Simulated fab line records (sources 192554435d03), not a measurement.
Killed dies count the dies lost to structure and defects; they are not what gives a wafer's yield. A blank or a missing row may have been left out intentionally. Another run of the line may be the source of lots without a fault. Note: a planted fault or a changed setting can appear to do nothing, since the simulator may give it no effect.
Split-lot experiment	flow n5_finfet	39 wafers read across 7 lots, on a route 1938 steps long

ABOUT THE SPLIT
At N5_MOL_CONTACT_COAG_ETCH_91 (etches SOC in N2/H2, target depth 60 nm, overetch 21 nm, time 101.2 s), the setting time_s was moved away from the recipe's 101.2 s on 15 of the 39 wafers read, by -22.8% to +22.2%. All remaining wafers had this setting at the recipe value.

Reading taken at the split's own step.

THE READING
SiARC_of_MOL_CONTACT_COAG_COAT_76.thk_nm (the simulator's own value, which no gauge read), in nm, at N5_MOL_CONTACT_COAG_ETCH_91 (etches SOC in N2/H2, target depth 60 nm, overetch 21 nm, time 101.2 s). The file does not state a usual value for it. Here, 24 wafers ran the recipe; their average is 5.8 nm with a standard deviation of 0.066 nm.

wafer	tool, chamber at the split	time_s as run, s	against the recipe	SiARC_of_MOL_CONTACT_COAG_COAT_76.thk_nm, nm	against lot-mates on the recipe
L074.1	rie_diel-02, 1	101.2	recipe	5.8	-
L074.2	rie_diel-02, 2,1,2	123.7	+22.2%	5	-0.9
L074.5	rie_diel-02, 2,1,2	123.7	+22.2%	5	-0.9
L074.6	rie_diel-02, 2,1,2	123.7	+22.2%	5	-0.9
L074.3	rie_diel-02, 0,3	101.2	recipe	6	-
L074.4	rie_diel-02, 0,3	101.2	recipe	6	-
L078.1	rie_diel-02, 1,3,0,3,1	101.2	recipe	5.8	-
L078.2	rie_diel-02, 1,3,0,3,1	101.2	recipe	5.8	-
L078.3	rie_diel-02, 1,3,0,3,1	101.2	recipe	5.8	-
L078.5	rie_diel-02, 1,3,0,3,1	101.2	recipe	5.8	-
L078.6	rie_diel-02, 1,3,0,3,1	101.2	recipe	5.8	-
L078.4	rie_diel-02, 0	101.2	recipe	6	-
L080.4	rie_diel-03, 2,0,1	101.2	recipe	5.8	-
L080.5	rie_diel-03, 2,0,1	101.2	recipe	5.8	-
L080.6	rie_diel-03, 2,0,1	101.2	recipe	5.8	-
L083.1	rie_diel-02, 2,3,2	101.2	recipe	5.8	-
L083.5	rie_diel-02, 2,3,2	101.2	recipe	5.8	-
L083.6	rie_diel-02, 2,3,2	101.2	recipe	5.8	-
L083.2	rie_diel-02, 1,3,1	78.1	-22.8%	6.8	+1.0
L083.3	rie_diel-02, 1,3,1	78.1	-22.8%	6.8	+1.0
L083.4	rie_diel-02, 1,3,1	78.1	-22.8%	6.8	+1.0
L086.1	rie_diel-03, 3,0,3	82.27	-18.7%	6.6	+0.8
L086.2	rie_diel-03, 3,0,3	82.27	-18.7%	6.6	+0.8
L086.5	rie_diel-03, 3,0,3	82.27	-18.7%	6.6	+0.8
L086.3	rie_diel-03, 1,1,0	101.2	recipe	5.8	-
L086.4	rie_diel-03, 1,1,0	101.2	recipe	5.8	-
L086.6	rie_diel-03, 1,1,0	101.2	recipe	5.8	-
L088.1	rie_diel-04, 1,3,1	87.26	-13.8%	6.4	+0.6
L088.5	rie_diel-04, 1,3,1	87.26	-13.8%	6.4	+0.6
L088.6	rie_diel-04, 1,3,1	87.26	-13.8%	6.4	+0.6
L088.2	rie_diel-04, 0,3,0	101.2	recipe	5.8	-
L088.3	rie_diel-04, 0,3,0	101.2	recipe	5.8	-
L088.4	rie_diel-04, 0,3,0	101.2	recipe	5.8	-
L092.1	rie_diel-04, 0,3,1	101.2	recipe	5.8	-
L092.2	rie_diel-04, 0,3,1	101.2	recipe	5.8	-
L092.4	rie_diel-04, 0,3,1	101.2	recipe	5.8	-
L092.3	rie_diel-04, 2,0	90.76	-10.3%	6.2	+0.4
L092.5	rie_diel-04, 2,0	90.76	-10.3%	6.2	+0.4
L092.6	rie_diel-04, 1	90.76	-10.3%	6.4	+0.6
Where a row lists several chambers, the file gives one row for several wafers and doesn't say which wafer went through which chamber.

FIT RESULTS
A straight line over all 39 wafers: SiARC_of_MOL_CONTACT_COAG_COAT_76.thk_nm changes by -0.0403 nm for each +1% of time_s; r = -0.99; the points scatter about the line by 0.064 nm.
The same after taking each lot's own level away (the mean of its wafers on the recipe; 39 wafers): -0.043 nm for each +1%; r = -0.99; scatter 0.049 nm.
The reading moves by 0.98 nm for the largest change in time_s, on that fit.
The lots' own levels span 5.80 to 5.93 nm, that is 2.0 times the standard deviation above.
Consequently the slope shifts little with the lot-to-lot level, the two slopes agreeing.
Check: with one of the wafers moved furthest among these (-22.8%) left out of the fit, the line predicts +0.984 nm for it against its lot-mates. It came out at +1 nm against them.

THE OTHER SPLITS THESE WAFERS WENT THROUGH
These wafers also went through other splits before the reading. Each is held against what the fit with the lots' levels taken away leaves over:
other split on the same wafers	wafers away from the commonest value	r with SiARC_of_MOL_CONTACT_COAG_COAT_76.thk_nm (lot level and that fit taken away)
N5_HKMG_FIN_HK_ALD_01 ald_cycles	15	+0.01

THE FILE'S OWN FIT
SiARC_of_MOL_CONTACT_COAG_COAT_76.thk_nm changes by -0.0431 nm for each +1% of time_s, r = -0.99.
